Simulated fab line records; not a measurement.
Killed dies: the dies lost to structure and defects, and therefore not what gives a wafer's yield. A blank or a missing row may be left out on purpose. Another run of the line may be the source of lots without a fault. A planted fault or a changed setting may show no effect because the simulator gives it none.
What tool caused it?	flow n5-finfet	72 wafers from 24 lots sampled at 5 of the route's 1938 steps

## WHAT THE GAUGES SHOWED, per wafer
N5_FIN_CUT_OVL_MEAS_09.
lot	measured	on	FIN_CUT_OVL (nm)
L074	day 2 03:38	overlay-02	0.5 0.0 1.3
L075	day 2 09:37	overlay-01	-0.1 -0.4 -1.5
L076	day 2 16:04	overlay-02	-0.5 -0.3 0.0
L077	day 2 21:06	overlay-02	0.6 0.1 0.5
L078	day 3 02:39	overlay-01	-0.5 0.0 0.3
L079	day 3 08:23	overlay-01	-1.3 -0.3 0.3
L080	day 3 14:46	overlay-01	0.0 -0.8 -0.3
L081	day 3 21:15	overlay-01	0.1 0.2 -0.2
L082	day 4 05:44	overlay-01	0.2 0.8 0.4
L083	day 4 09:24	overlay-02	-0.1 -0.1 0.4
L084	day 4 14:37	overlay-01	0.6 0.0 0.3
L085	day 4 22:35	overlay-02	-0.8 1.4 0.5
L086	day 5 03:06	overlay-02	0.8 -0.2 0.5
L087	day 5 08:33	overlay-01	-1.2 -0.9 -0.8
L088	day 5 15:09	overlay-02	0.7 0.8 0.3
L089	day 5 21:31	overlay-01	0.4 -0.1 0.7
L090	day 6 02:57	overlay-01	0.1 0.8 0.5
L091	day 6 09:55	overlay-02	-0.7 0.2 -1.3
L092	day 6 15:33	overlay-01	0.1 0.8 -0.9
L093	day 6 21:46	overlay-02	0.7 0.6 1.4
L094	day 7 03:40	overlay-02	0.0 0.1 0.6
L095	day 7 08:45	overlay-02	0.0 -1.0 -0.9
L096	day 7 17:09	overlay-01	0.4 0.2 0.9
L097	day 7 21:59	overlay-02	-1.5 -1.0 0.0

## TOOL THAT RAN EACH LOT (tool first, then ch and the chambers of the sampled wafers, then the start)
lot	N5_WELL_APT_DESCUM_30	N5_FIN_SAQP_SPACER1_ALD_24	N5_FIN_SAQP_ETCH_65	N5_FIN_SAQP_MANDREL_ETCH_58
L074	rie-diel-06 ch 0,1,3, day 1 15:42	ald-sin-03 ch 0,1, day 2 00:01	rie-si-05 ch 1,2, day 2 01:08	rie-si-05 ch 1,2, day 2 01:10
L075	rie-diel-06 ch 0,3, day 1 21:28	ald-sin-03 ch 0,2,3, day 2 05:10	rie-si-06 ch 1,2,3, day 2 06:16	rie-si-06 ch 1,2,3, day 2 06:17
L076	rie-diel-04 ch 1,2, day 2 03:04	ald-sin-04 ch 0,1,2, day 2 12:11	rie-si-05 ch 0,2, day 2 13:16	rie-si-05 ch 0,2, day 2 13:17
L077	rie-diel-05 ch 0,2, day 2 08:55	ald-sin-02 ch 0,3, day 2 17:35	rie-si-06 ch 0,1,2, day 2 18:40	rie-si-06 ch 0,1,2, day 2 18:41
L078	rie-diel-05 ch 0,1,3, day 2 15:26	ald-sin-03 ch 0,2, day 2 23:03	rie-si-06 ch 0,2, day 3 00:13	rie-si-06 ch 0,2, day 3 00:14
L079	rie-diel-05 ch 0,1, day 2 20:54	ald-sin-04 ch 1,3, day 3 04:29	rie-si-06 ch 0,1, day 3 05:34	rie-si-06 ch 0,1, day 3 05:35
L080	rie-diel-04 ch 0,1,2, day 3 03:06	ald-sin-04 ch 0,2,3, day 3 11:09	rie-si-06 ch 1,3, day 3 12:13	rie-si-06 ch 1,3, day 3 12:15
L081	rie-diel-04 ch 1,3, day 3 09:16	ald-sin-02 ch 1,2,3, day 3 17:11	rie-si-06 ch 0,1, day 3 18:31	rie-si-06 ch 0,1, day 3 18:33
L082	rie-diel-06 ch 0,1,2, day 3 15:13	ald-sin-04 ch 0,1,3, day 4 01:11	rie-si-06 ch 1,2,3, day 4 02:15	rie-si-06 ch 1,2,3, day 4 02:17
L083	rie-diel-06 ch 0,1,3, day 3 21:55	ald-sin-03 ch 0,2,3, day 4 05:44	rie-si-05 ch 1,2,3, day 4 07:05	rie-si-05 ch 1,2,3, day 4 07:07
L084	rie-diel-05 ch 1,2, day 4 02:59	ald-sin-03 ch 0,1,3, day 4 11:04	rie-si-03 ch 0,1,2, day 4 12:08	rie-si-03 ch 0,1,2, day 4 12:11
L085	rie-diel-05 ch 0,1,2, day 4 09:17	ald-sin-02 ch 0,2,3, day 4 19:01	rie-si-03 ch 2,3, day 4 20:05	rie-si-03 ch 2,3, day 4 20:07
L086	rie-diel-06 ch 0,1,2, day 4 15:11	ald-sin-02 ch 0,1,2, day 4 23:41	rie-si-06 ch 0,2,3, day 5 00:46	rie-si-06 ch 0,2,3, day 5 00:47
L087	rie-diel-04 ch 0,1,2, day 4 21:02	ald-sin-03 ch 0,1,3, day 5 04:41	rie-si-06 ch 1,3, day 5 05:46	rie-si-06 ch 1,3, day 5 05:48
L088	rie-diel-05 ch 2,3, day 5 03:32	ald-sin-02 ch 0,1,2, day 5 11:33	rie-si-06 ch 1,2,3, day 5 12:37	rie-si-06 ch 1,2,3, day 5 12:39
L089	rie-diel-05 ch 0,1,2, day 5 09:32	ald-sin-03 ch 0,1,3, day 5 17:48	rie-si-05 ch 1,2, day 5 19:02	rie-si-05 ch 1,2, day 5 19:04
L090	rie-diel-04 ch 2,3, day 5 15:10	ald-sin-04 ch 1,2, day 5 23:07	rie-si-06 ch 0,1,3, day 6 00:11	rie-si-06 ch 0,1,3, day 6 00:13
L091	rie-diel-05 ch 0,1,3, day 5 21:10	ald-sin-02 ch 0,2, day 6 05:05	rie-si-03 ch 1,2,3, day 6 06:11	rie-si-03 ch 1,2,3, day 6 06:13
L092	rie-diel-06 ch 0,1,3, day 6 03:10	ald-sin-04 ch 0,1,3, day 6 11:31	rie-si-03 ch 0,1, day 6 12:40	rie-si-03 ch 0,1, day 6 12:41
L093	rie-diel-04 ch 2,3, day 6 08:53	ald-sin-02 ch 0,2, day 6 17:07	rie-si-03 ch 0,1,3, day 6 18:13	rie-si-03 ch 0,1,3, day 6 18:14
L094	rie-diel-06 ch 0,2,3, day 6 14:55	ald-sin-02 ch 0,2, day 6 23:53	rie-si-05 ch 0,3, day 7 01:02	rie-si-05 ch 0,3, day 7 01:04
L095	rie-diel-06 ch 0,2,3, day 6 21:09	ald-sin-04 ch 1,2,3, day 7 05:10	rie-si-03 ch 0,1,3, day 7 06:14	rie-si-03 ch 0,1,3, day 7 06:16
L096	rie-diel-04 ch 0,1,3, day 7 03:41	ald-sin-03 ch 1,2,3, day 7 12:11	rie-si-06 ch 0,1,2, day 7 13:19	rie-si-06 ch 0,1,2, day 7 13:21
L097	rie-diel-06 ch 1,2, day 7 08:50	ald-sin-02 ch 2,3, day 7 18:07	rie-si-06 ch 0,1,2, day 7 19:17	rie-si-06 ch 0,1,2, day 7 19:19
- N5_WELL_APT_DESCUM_30: chemistry O2, time 7.9 s.
- N5_FIN_SAQP_SPACER1_ALD_24: deposits SiO2, target thk 20.3 nm, pulse time 1 s, purge time 2 s.
- N5_FIN_SAQP_ETCH_65: etches SiO2 in CF4, target depth 4 nm, time 4.4 s.
- N5_FIN_SAQP_MANDREL_ETCH_58: etches a-Si in HBr/Cl2, stops on SiNx, target depth 45 nm, bt time 10 s, time 27 s.

## WHAT THE TOOLS THEMSELVES READ (means of the sampled wafers that have a number; where no wafer has one, the mark that the record gives instead)
N5_WELL_APT_DESCUM_30.
lot	tool	chamber-pressure-mTorr (mTorr)	drypump-motor-current-A (A)	oes-product-au (a.u.)	rf-vpp-V (V)	showerhead-plenum-p-Torr (Torr)	throttle-valve-pct (%)
L074	rie-diel-06	19.997	5.6	0.79	242.2	2.08	20.43
L075	rie-diel-06	19.994	6.1	0.78	242.9	2.08	20.57
L076	rie-diel-04	19.982	5.8	0.72	243.9	2.15	20.92
L077	rie-diel-05	19.988	5.0	0.69	242.9	2.06	20.57
L078	rie-diel-05	19.999	5.5	0.71	242.8	2.04	20.62
L079	rie-diel-05	19.993	5.0	0.71	241.8	2.00	20.68
L080	rie-diel-04	20.012	6.1	0.73	244.2	2.13	20.60
L081	rie-diel-04	20.009	6.1	0.79	241.6	2.08	20.77
L082	rie-diel-06	19.985	5.4	0.76	243.9	2.12	20.42
L083	rie-diel-06	20.008	5.6	0.77	243.2	2.08	20.47
L084	rie-diel-05	20.006	5.3	0.78	242.0	2.03	20.48
L085	rie-diel-05	19.986	5.1	0.78	242.4	2.04	20.48
L086	rie-diel-06	19.991	5.4	0.75	243.6	2.11	20.44
L087	rie-diel-04	20.002	6.1	0.72	243.6	2.13	20.63
L088	rie-diel-05	19.998	5.6	0.86	244.5	2.14	20.22
L089	rie-diel-05	20.003	5.1	0.76	242.5	2.03	20.50
L090	rie-diel-04	19.994	6.0	0.75	242.3	2.03	20.58
L091	rie-diel-05	19.998	5.5	0.69	242.4	2.03	20.65
L092	rie-diel-06	20.000	5.6	0.75	242.9	2.07	20.50
L093	rie-diel-04	19.995	5.9	0.71	241.4	2.03	20.55
L094	rie-diel-06	20.009	5.7	0.78	244.1	2.13	20.47
L095	rie-diel-06	19.990	5.7	0.78	242.7	2.13	20.48
L096	rie-diel-04	19.997	6.3	0.74	243.0	2.11	20.69
L097	rie-diel-06	20.004	4.9	0.75	243.4	2.11	20.34

N5_FIN_SAQP_SPACER1_ALD_24.
lot	tool	heater-power-w (W)	precursor-pulse-height-rel
L074	ald-sin-03	429	0.993
L075	ald-sin-03	447	1.019
L076	ald-sin-04	429	1.007
L077	ald-sin-02	513	1.012
L078	ald-sin-03	448	0.986
L079	ald-sin-04	403	1.013
L080	ald-sin-04	419	0.993
L081	ald-sin-02	509	1.005
L082	ald-sin-04	398	1.012
L083	ald-sin-03	446	1.003
L084	ald-sin-03	427	1.015
L085	ald-sin-02	487	1.003
L086	ald-sin-02	533	1.002
L087	ald-sin-03	431	0.991
L088	ald-sin-02	538	0.989
L089	ald-sin-03	429	1.009
L090	ald-sin-04	446	1.005
L091	ald-sin-02	473	0.996
L092	ald-sin-04	402	1.000
L093	ald-sin-02	471	1.000
L094	ald-sin-02	498	1.001
L095	ald-sin-04	421	1.016
L096	ald-sin-03	439	0.996
L097	ald-sin-02	447	0.994

N5_FIN_SAQP_ETCH_65.
lot	tool	chamber-pressure-mTorr (mTorr)	drypump-motor-current-A (A)	oes-product-au (a.u.)	throttle-valve-pct (%)
L074	rie-si-05	10.008	5.6	1.002	21.75
L075	rie-si-06	9.998	5.4	1.029	21.64
L076	rie-si-05	9.996	5.8	1.032	21.73
L077	rie-si-06	10.003	5.8	1.017	21.68
L078	rie-si-06	9.996	5.7	1.005	21.62
L079	rie-si-06	9.999	5.9	1.030	21.77
L080	rie-si-06	9.994	5.2	1.042	21.74
L081	rie-si-06	10.002	5.9	1.033	21.75
L082	rie-si-06	10.001	5.4	1.024	21.64
L083	rie-si-05	10.010	5.5	0.992	21.65
L084	rie-si-03	9.999	5.7	0.999	21.89
L085	rie-si-03	9.999	5.6	1.015	21.67
L086	rie-si-06	10.003	5.5	1.024	21.71
L087	rie-si-06	10.002	5.2	1.040	21.75
L088	rie-si-06	9.999	5.4	1.026	21.64
L089	rie-si-05	9.999	5.6	1.001	21.49
L090	rie-si-06	10.006	5.6	1.029	21.79
L091	rie-si-03	10.007	5.7	1.004	21.70
L092	rie-si-03	9.995	5.8	0.989	21.94
L093	rie-si-03	9.999	5.5	0.985	21.95
L094	rie-si-05	9.998	5.8	1.033	21.89
L095	rie-si-03	9.997	5.5	0.990	21.95
L096	rie-si-06	9.998	5.8	1.023	21.70
L097	rie-si-06	10.007	5.8	1.020	21.69

N5_FIN_SAQP_MANDREL_ETCH_58.
lot	tool	chamber-pressure-mTorr (mTorr)	drypump-motor-current-A (A)	mfc-cl2-sccm (sccm)	oes-product-au (a.u.)	throttle-valve-pct (%)
L074	rie-si-05	9.994	5.6	79.98	0.700	35.7
L075	rie-si-06	10.002	5.4	79.92	0.699	35.3
L076	rie-si-05	9.990	5.8	80.16	0.697	35.6
L077	rie-si-06	9.999	5.8	80.09	0.699	35.4
L078	rie-si-06	10.010	5.7	79.86	0.678	35.1
L079	rie-si-06	10.002	5.9	80.09	0.700	35.6
L080	rie-si-06	9.999	5.1	79.84	0.698	35.6
L081	rie-si-06	10.001	5.9	80.19	0.704	35.6
L082	rie-si-06	9.999	5.4	80.02	0.688	35.4
L083	rie-si-05	10.000	5.5	79.94	0.692	35.5
L084	rie-si-03	9.994	5.7	79.88	0.699	35.7
L085	rie-si-03	10.001	5.6	79.85	0.708	35.4
L086	rie-si-06	9.995	5.4	80.04	0.694	35.4
L087	rie-si-06	9.998	5.2	79.97	0.701	35.6
L088	rie-si-06	10.000	5.4	80.12	0.697	35.3
L089	rie-si-05	9.997	5.6	80.03	0.703	35.3
L090	rie-si-06	9.999	5.6	80.06	0.704	35.7
L091	rie-si-03	9.994	5.7	79.93	0.699	35.5
L092	rie-si-03	9.994	5.8	79.87	0.695	35.8
L093	rie-si-03	9.997	5.5	80.00	0.693	35.7
L094	rie-si-05	9.999	5.7	79.73	0.702	35.7
L095	rie-si-03	9.994	5.5	80.19	0.699	35.6
L096	rie-si-06	10.002	5.8	79.97	0.695	35.4
L097	rie-si-06	9.993	5.8	80.02	0.699	35.4

## THE ANSWER, worked out from the rows above alone
Rule: the lots themselves supply what counts as usual. The widest of any qualifying gaps counts: lots, ordered by their means at a reading, are off when they make up no more than a third of the lots, leave a main group of 4 or more, and stand apart from it by 3 or more times the standard deviation of that group's means. If all means in a main group match to the digits the tables above print for the reading, that group is not used. A lot without any number at a reading at which 4 lots or more have one is off too. All remaining lots with rows at the step are treated as sound. The gauges are gone through in route order, then the tools' own readings, and for those a lot's mean is taken as printed above. At the first step where some lot is off, the reading lying furthest off is the one used; lots without a number count as furthest.
None of the lots is off at any reading shown; this tells nothing.

## WHAT THE SIMULATOR HAD PUT IN
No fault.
